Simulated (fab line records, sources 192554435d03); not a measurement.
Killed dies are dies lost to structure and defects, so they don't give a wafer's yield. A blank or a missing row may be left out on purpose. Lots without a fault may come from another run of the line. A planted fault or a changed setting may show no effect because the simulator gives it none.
Problem report in the 8D (eight disciplines) form, filled by code | flow n5_finfet | the parts of the form that need people (team, actions taken, sign-off) are left out

1. THE PROBLEM
raw_defect_count at N5_FIN_SAQP_INSPECT_40 reads a mean of 1370 on 2 wafers of 2 lots; wafers without a fault read 230 with a standard deviation of 65. That is +18 standard deviations from the usual mean.
The step: inspects for defects (brightfield).
First seen on wafer L344.3, day 6 09:31, on defect_inspect-01. The record holds 11 wafers of 4 lots with a number at this step. Rule for "out", or "out of limits": more than 4 standard deviations from the usual mean. The other wafers with a number count as sound.

2. WHAT IT IS AND WHAT IT IS NOT
question                    | is                                   | is not
which readings at this step | raw_defect_count                     | -
which lots                  | L344, L345                           | L341, L350
which wafers of those lots  | L344.3, L345.1                       | L344.2, L344.6, L345.3, L345.5
read on which gauges        | defect_inspect-01, defect_inspect-02 | -
when                        | from day 6 09:31                     | up to then (4 sound wafers); but 5 sound wafers of L345, L350 came after

3. SUSPECTS, AND WHAT RULES EACH OUT
Counting: a tool at a process step up to the reading stays a suspect if it ran every lot that is out. Sound lots after the first of them don't rule it out here, since some wafers of a struck lot are sound.
- the gauge at N5_FIN_SAQP_INSPECT_40: ruled out. The wafers that are out were read on 2 gauges (defect_inspect-01, defect_inspect-02).
- wet_bench-04 at N5_FIN_SAQP_PRECLEAN_38 (cleans in O3/DIW, time 45 s): kept. It ran every lot that is out, first L344 (day 6 09:25); its last sound lot up to then is L341 (day 5 14:43).
Left after counting: wet_bench-04 at N5_FIN_SAQP_PRECLEAN_38.

4. THE CAUSE (what the simulator had put in)
Chamber particle source: wet_bench-04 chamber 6, from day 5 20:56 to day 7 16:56, at N5_FIN_SAQP_PRECLEAN_38. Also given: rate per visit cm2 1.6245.
Counting left only this tool.

5. THE CHAIN OF EFFECTS, in route order
Each row: a reading whose mean over the struck wafers that have a number lies more than 3 standard deviations from the usual. Only readings for which the record gives a usual standard deviation are gone through. hours: the time from each lot's start at the first step in this table that gives one to its start at this step, as a median over the lots. sigmas: the change in usual standard deviations.
hours | step                    | reading             | usual | on struck wafers | change | sigmas
0     | N5_FIN_SAQP_INSPECT_40  | raw_defect_count    | 230   | 1370             | +1140  | +18
0     | N5_FIN_CUT_INSPECT_10   | raw_defect_count    | 43    | 1135             | +1092  | +99 or more
276   | N5_PASSIVATION_PROBE_49 | killed_at_front_end | 38    | 171              | +133   | +12
276   | N5_PASSIVATION_PROBE_49 | killed_dies         | 104   | 216              | +112   | +5.9
The process steps in it:
- N5_PASSIVATION_PROBE_49

6. WHAT WOULD HAVE CAUGHT IT SOONER
In this record the first reading out of limits at a measuring or inspecting step was taken at day 6 09:31, 13 hours after the fault began at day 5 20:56.
Of the lots that are out (2), L345 began N5_FIN_SAQP_PRECLEAN_38 on wet_bench-04 after day 6 09:31. A hold on the tool at that time would have spared it.
